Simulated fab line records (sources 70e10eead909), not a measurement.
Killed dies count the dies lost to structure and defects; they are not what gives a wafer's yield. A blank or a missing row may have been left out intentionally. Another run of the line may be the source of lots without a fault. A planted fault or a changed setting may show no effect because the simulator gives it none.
fab line records	flow nand-harc
record: lots: 12	wafers: 36	last-day: 26
route steps=1159 shown P_M2@349 P_BONDPAD@369
lots that met no fault: from a run of the same line without faults
start-h: hours from the record's opening day to when the first of the lot's shown wafers began	wait-h: hours since the lot's step before	" as in the row above	L1.1+2: one row covering several wafers at once	- no value, or no start was given	* or withheld: withheld	< > ~ a bound
route shown NAME@n: names a module that has steps shown in the file, with the first one's number in the route	usual: mean and standard deviation over wafers with no fault	same: alike in all rows	chamber/n: place in a boat	sites: each site's reading	_std_site: the standard deviation of these	_edge_site: outer sites' mean less inner sites'	radius-mm: how far each site lies from the wafer's centre	mask NAME#n: copy n	behind: the most recent tool/chamber to have shaped the wafer	hold: reason for holding the lot/hours on hold/outcome of the hold	device: the n, p or np transistor that did not switch	end of line: the route-end tests of the same wafers	where a step has no rows: the recipe by itself	killed: dies lost to structure and defects at the first sort, not the wafer's yield	map: the dies of a wafer, with x for killed, . for not killed, _ for no die there
set.NAME: the setting that was run; set.NAME@STEP: the one run at that earlier step	model.NAME: the simulator's own value behind a step, which no gauge read
one table for each step of the route and one row for each wafer, over a sample of lots
services: when a tool's chamber went out of use (start-h, in hours from the record's first day, below 0 if earlier), for how many hours, and the reason
== steps ==
step: NHARC_P_M2_PRE_CLEAN_32
recipe: time-s: 12	temp-c: 370	rf-power-w: 300	gas: NH3
usual: heater-power-outer-w: 355/38	heater-power-w: 623/59
lot.wafer	tool	chamber	start-h	wait-h	heater-power-outer-w	heater-power-w
L863.1	pecvd-04	2	117.24	0.1	342	609
L863.5	"	0	"	"	279	508
L863.6	"	2	"	"	344	619
L864.3	pecvd-01	1	138.90	0.1	381	617
L864.2	"	2	"	"	338	623
L864.6	"	0	"	"	398	705
L865.3	pecvd-04	2	140.34	0.1	356	624
L865.1	"	1	"	"	333	580
L865.4	"	1	"	"	324	597
L866.1	pecvd-04	1	142.75	0.1	279	511
L866.4	"	1	"	"	281	510
L866.6	"	0	"	"	323	564
L867.1	pecvd-03	2	148.61	0.1	426	732
L867.5	"	1	"	"	298	523
L867.4	"	2	"	"	425	737
L868.6	pecvd-01	1	155.87	0.1	408	621
L868.5	"	2	"	"	343	638
L868.4	"	0	"	"	411	706
L869.1	pecvd-01	0	169.75	0.1	382	669
L869.2	"	1	"	"	344	569
L869.4	"	0	"	"	383	694
L871.2	pecvd-03	2	170.91	0.1	442	748
L871.6	"	2	"	"	432	772
L871.4	"	0	"	"	387	591
L874.6	pecvd-01	2	206.45	0.1	316	595
L874.4	"	0	"	"	373	669
L874.5	"	1	"	"	413	658
L877.2	pecvd-01	0	207.15	0.1	401	697
L877.5	"	1	"	"	350	580
L877.6	"	2	"	"	392	714
L880.3	pecvd-04	1	233.70	0.1	330	575
L880.1	"	2	"	"	352	621
L880.4	"	0	"	"	376	680
L883.1	pecvd-04	2	244.15	0.1	369	628
L883.5	"	0	"	"	286	568
L883.6	"	2	"	"	359	633
step: NHARC_P_BONDPAD_ETCH_12
recipe: target-depth-a: 2000	time-s: 100	chf3-flow-sccm: 50	o2-flow-sccm: 10	ar-flow-sccm: 200	rf-w: 500	bias-w: 200	chemistry: CHF3/O2
usual: drypump-motor-current-A: 5.47/0.29	oes-product-au: 0.951/0.024	rf-vpp-V: 371.2/2.1	run-length-s: 121.3/0.42	showerhead-plenum-p-Torr: 2.43/0.09	throttle-valve-pct: 20.572/0.0091
lot.wafer	tool	chamber	start-h	wait-h	drypump-motor-current-A	oes-product-au	rf-hours-counter-h	rf-vpp-V	run-length-s	showerhead-plenum-p-Torr	throttle-valve-pct
L863.1	rie-diel-08	0	119.34	-	5.31	0.962	14	371.0	121.0	2.38	20.583
L863.5	"	3	"	"	5.49	0.986	-	372.2	121.0	2.48	20.588
L863.6	"	0	"	"	5.30	0.971	-	370.4	120.8	2.38	20.567
L864.2	rie-diel-08	1	141.42	-	5.16	0.961	1	372.6	121.0	2.46	20.556
L864.3	"	3	"	"	5.51	0.975	1	372.7	120.9	2.48	20.578
L864.6	"	1	"	"	5.17	0.962	-	371.4	121.8	2.46	20.572
L865.1	rie-diel-08	3	142.46	-	5.48	0.966	1	371.6	121.4	2.48	20.564
L865.4	"	1	"	"	5.18	0.975	1	372.4	121.1	2.46	20.582
L865.3	"	2	"	"	5.91	0.965	1	375.1	121.5	2.57	20.573
L866.1	rie-diel-08	0	144.88	-	5.30	0.962	1	370.9	120.7	2.38	20.582
L866.4	"	2	"	"	5.91	0.957	1	374.8	121.5	2.57	20.563
L866.6	"	0	"	"	5.31	0.968	-	369.2	121.3	2.38	20.577
L867.4	rie-diel-11	0	150.70	-	5.51	0.938	46	367.6	121.4	2.28	20.555
L867.1	"	3	"	"	5.76	0.927	45	370.4	121.0	2.37	20.586
L867.5	"	1	"	"	5.66	0.924	-	370.4	121.9	2.44	20.565
L868.4	rie-diel-08	0	157.85	-	5.32	0.950	3	369.6	120.5	2.38	20.583
L868.5	"	1	"	"	5.17	0.966	-	372.6	121.6	2.46	20.559
L868.6	"	2	"	"	5.90	0.969	-	372.6	121.8	2.57	20.569
L869.2	rie-diel-08	0	171.88	-	5.31	0.919	4	372.0	121.0	2.38	20.581
L869.4	"	2	"	"	5.88	0.915	4	374.5	121.6	2.57	20.567
L869.1	"	3	"	"	5.48	0.915	4	373.3	120.8	2.48	20.574
L871.4	rie-diel-08	1	173.00	-	5.17	0.936	4	373.3	121.2	2.46	20.575
L871.2	"	2	"	"	5.89	0.932	4	374.3	121.6	2.57	20.579
L871.6	"	1	"	"	5.15	0.935	-	370.4	121.0	2.46	20.575
L874.4	rie-diel-11	0	208.52	-	5.49	0.975	2	369.0	121.6	2.27	20.562
L874.5	"	2	"	"	5.77	0.992	-	369.2	121.2	2.37	20.564
L874.6	"	3	"	"	5.76	0.967	-	370.7	121.6	2.36	20.580
L877.2	rie-diel-08	0	209.64	-	5.29	0.936	7	370.5	113.1	2.38	20.577
L877.6	"	2	"	"	5.92	0.916	-	374.4	121.5	2.56	20.576
L877.5	"	3	"	"	5.49	0.928	-	372.4	121.3	2.48	20.568
L880.4	rie-diel-08	1	235.80	-	5.16	0.931	10	371.8	121.3	2.46	20.570
L880.1	"	2	"	"	5.90	0.928	11	374.3	113.7	2.56	20.586
L880.3	"	0	"	"	5.32	0.918	10	369.6	120.5	2.38	20.547
L883.1	rie-diel-09	0	246.26	-	4.79	0.957	62	368.5	121.1	2.29	20.572
L883.5	"	3	"	"	5.26	0.982	-	370.3	120.9	2.42	20.578
L883.6	"	0	"	"	4.83	0.964	-	367.9	121.7	2.29	20.573
step: NHARC_P_BONDPAD_ETCH_24
recipe: target-depth-a: 300	over-etch-frac: 0.3	time-s: 72.99	ion-energy-ev: 150	cf4-flow-sccm: 50	n2-flow-sccm: 100	ar-flow-sccm: 150	rf-w: 300	bias-w: 100	chemistry: CF4/N2
usual: drypump-motor-current-A: 5.48/0.28	n2-flow-sccm: 100.0/0.31	oes-product-au: 1.001/0.007	rf-vpp-V: 314.8/1.7	run-length-s: 94.2/0.4	showerhead-plenum-p-Torr: 2.67/0.09	throttle-valve-pct: 19.793/0.0092
lot.wafer	tool	chamber	start-h	wait-h	drypump-motor-current-A	n2-flow-sccm	oes-product-au	rf-hours-counter-h	rf-vpp-V	run-length-s	showerhead-plenum-p-Torr	throttle-valve-pct
L863.1	rie-diel-08	3	-	-	5.49	100.3	0.996	13	315.6	94.1	2.72	19.805
L863.5	"	0	"	"	5.28	100.3	0.995	-	314.0	93.8	2.60	19.801
L863.6	"	1	"	"	5.15	99.4	0.995	-	315.4	94.0	2.69	19.790
L864.3	rie-diel-08	1	-	-	5.16	100.1	0.992	1	314.2	94.0	2.69	19.791
L864.2	"	2	"	"	5.90	100.2	0.998	1	318.0	94.4	2.80	19.789
L864.6	"	0	"	"	5.31	99.8	0.989	-	312.3	93.7	2.60	19.775
L865.3	rie-diel-08	3	-	-	5.49	99.7	0.999	1	315.6	94.2	2.72	19.790
L865.4	"	0	"	"	5.30	100.0	0.999	1	313.8	94.1	2.60	19.794
L865.1	"	2	"	"	5.92	99.3	0.991	1	317.0	94.8	2.80	19.791
L866.4	rie-diel-08	2	-	-	5.92	99.9	1.005	1	318.7	94.6	2.80	19.806
L866.1	"	0	"	"	5.30	99.6	1.005	1	313.3	93.4	2.60	19.789
L866.6	"	2	"	"	5.90	100.1	1.001	-	317.3	94.6	2.80	19.799
L867.4	rie-diel-11	2	-	-	5.77	99.7	0.999	47	314.0	94.4	2.59	19.794
L867.1	"	3	"	"	5.71	100.3	0.997	45	313.1	94.0	2.59	19.793
L867.5	"	3	"	"	5.74	99.5	1.008	-	312.9	94.3	2.59	19.800
L868.4	rie-diel-09	1	-	-	5.41	100.4	0.998	26	311.2	94.4	2.45	19.812
L868.5	"	2	"	"	5.27	100.3	0.989	-	314.1	94.4	2.67	19.792
L868.6	"	3	"	"	5.26	99.4	0.995	-	313.0	94.1	2.66	19.797
L869.1	rie-diel-08	2	-	-	5.91	99.9	1.007	4	317.5	95.0	2.80	19.797
L869.4	"	3	"	"	5.49	100.1	0.985	4	316.5	93.8	2.71	19.793
L869.2	"	0	"	"	5.31	100.3	1.008	4	312.7	93.5	2.60	19.785
L871.2	rie-diel-08	3	-	-	5.50	100.2	0.998	4	314.8	94.2	2.71	19.790
L871.4	"	0	"	"	5.30	100.6	1.011	4	314.5	93.7	2.60	19.790
L871.6	"	2	"	"	5.90	100.0	1.000	-	316.7	94.5	2.80	19.795
L874.4	rie-diel-08	0	-	-	5.31	100.0	1.000	7	311.9	93.8	2.60	19.790
L874.5	"	0	"	"	5.29	99.8	1.011	-	313.8	93.7	2.60	19.804
L874.6	"	1	"	"	5.18	100.8	1.003	-	315.0	94.2	2.68	19.801
L877.2	rie-diel-08	3	-	-	5.49	99.7	0.995	8	316.4	93.8	2.71	19.773
L877.5	"	3	"	"	5.48	99.7	0.997	-	316.2	93.9	2.71	19.785
L877.6	"	0	"	"	5.28	99.6	1.001	-	314.2	94.0	2.60	19.775
L880.3	rie-diel-08	3	-	-	5.49	100.5	1.000	10	315.5	94.3	2.71	19.788
L880.1	"	0	"	"	5.32	99.6	0.999	10	312.2	93.7	2.60	19.801
L880.4	"	1	"	"	5.15	100.2	1.007	10	313.8	94.0	2.68	19.798
L883.1	rie-diel-08	2	-	-	5.91	99.7	1.000	12	317.1	94.7	2.80	19.787
L883.6	"	3	"	"	5.47	99.9	0.998	-	314.7	93.9	2.71	19.795
L883.5	"	0	"	"	5.33	100.1	0.997	-	312.8	93.8	2.60	19.793
step: NHARC_P_BONDPAD_DEGAS_25
recipe: temp-c: 300	time-s: 60
usual: heater-power-w: 485/42
lot.wafer	tool	chamber	start-h	wait-h	heater-power-w
L863.1	pvd-sputter-03	-	120.10	-	529
L863.6	"	-	"	"	521
L863.5	"	-	"	"	475
L864.3	pvd-sputter-01	-	142.19	-	471
L864.2	"	-	"	"	483
L864.6	"	-	"	"	478
L865.1	pvd-sputter-01	-	143.22	-	525
L865.4	"	-	"	"	483
L865.3	"	-	"	"	469
L866.1	pvd-sputter-03	-	145.65	-	399
L866.4	"	-	"	"	471
L866.6	"	-	"	"	407
L867.4	pvd-sputter-03	-	151.52	-	398
L867.1	"	-	"	"	523
L867.5	"	-	"	"	485
L868.4	pvd-sputter-03	-	158.73	-	485
L868.6	"	-	"	"	536
L868.5	"	-	"	"	516
L869.1	pvd-sputter-03	-	172.65	-	476
L869.2	"	-	"	"	389
L869.4	"	-	"	"	516
L871.2	pvd-sputter-03	-	173.79	-	528
L871.4	"	-	"	"	489
L871.6	"	-	"	"	523
L874.4	pvd-sputter-01	-	209.29	-	486
L874.6	"	-	"	"	466
L874.5	"	-	"	"	516
L877.2	pvd-sputter-03	-	210.41	-	470
L877.5	"	-	"	"	396
L877.6	"	-	"	"	504
L880.3	pvd-sputter-03	-	236.56	-	398
L880.1	"	-	"	"	507
L880.4	"	-	"	"	481
L883.1	pvd-sputter-03	-	247.02	-	496
L883.6	"	-	"	"	527
L883.5	"	-	"	"	521
== services ==
tool	chamber	start-h	hours	kind
rie-diel-08	3	96.93	9.8	repair
pvd-sputter-03	-	102.00	10.0	pm
rie-diel-08	0	103.92	-	clean
rie-diel-08	1	103.92	-	clean
rie-diel-08	2	103.92	-	clean
pecvd-03	-	111.00	13.0	pm
pvd-sputter-01	-	124.79	1.1	repair
rie-diel-08	-	124.84	9.0	pm
rie-diel-08	0	124.84	9.0	vent-cycle
rie-diel-08	1	124.84	9.0	vent-cycle
rie-diel-08	2	124.84	9.0	vent-cycle
rie-diel-08	3	124.84	9.0	vent-cycle
rie-diel-08	0	133.84	-	clean
rie-diel-08	1	133.84	-	clean
rie-diel-08	2	133.84	-	clean
rie-diel-11	0	136.05	3.2	repair
rie-diel-09	1	136.78	2.4	repair
pvd-sputter-01	-	158.00	10.0	pm
rie-diel-08	-	159.65	0.1	repair
rie-diel-11	-	189.65	9.0	pm
pecvd-04	-	195.00	13.0	pm
pvd-sputter-03	-	204.12	0.7	repair
pecvd-01	-	237.53	13.0	pm
rie-diel-11	1	241.89	9.1	repair
== key ==
first-sign: step: NHARC_P_BONDPAD_ETCH_12	reading: run-length-s	direction: down	sigmas: 19	usual: *	struck: *
effect none on later readings
met-at NHARC_P_BONDPAD_ETCH_12
struck-lots L877,L880
struck-wafers L877.2,L880.1
sort-left-out L877.2,L880.1
not-acting-at NHARC_P_M2_PRE_CLEAN_32,NHARC_P_BONDPAD_ETCH_24,NHARC_P_BONDPAD_DEGAS_25
onset-between 173.00 209.64
fault: kind: process-parameter-drift	tool: rie-diel-08	chamber: -	onset-h: 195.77	steps: NHARC_P_BONDPAD_ETCH_12	channel: time-s	offset: *	shape: step	end-h: 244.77	scope: struck-wafers-only	acts-in: *	stated: *
sort-left-out: the simulated sort isn't trusted on such a fault, so these wafers' sort isn't shown, and their yield isn't known
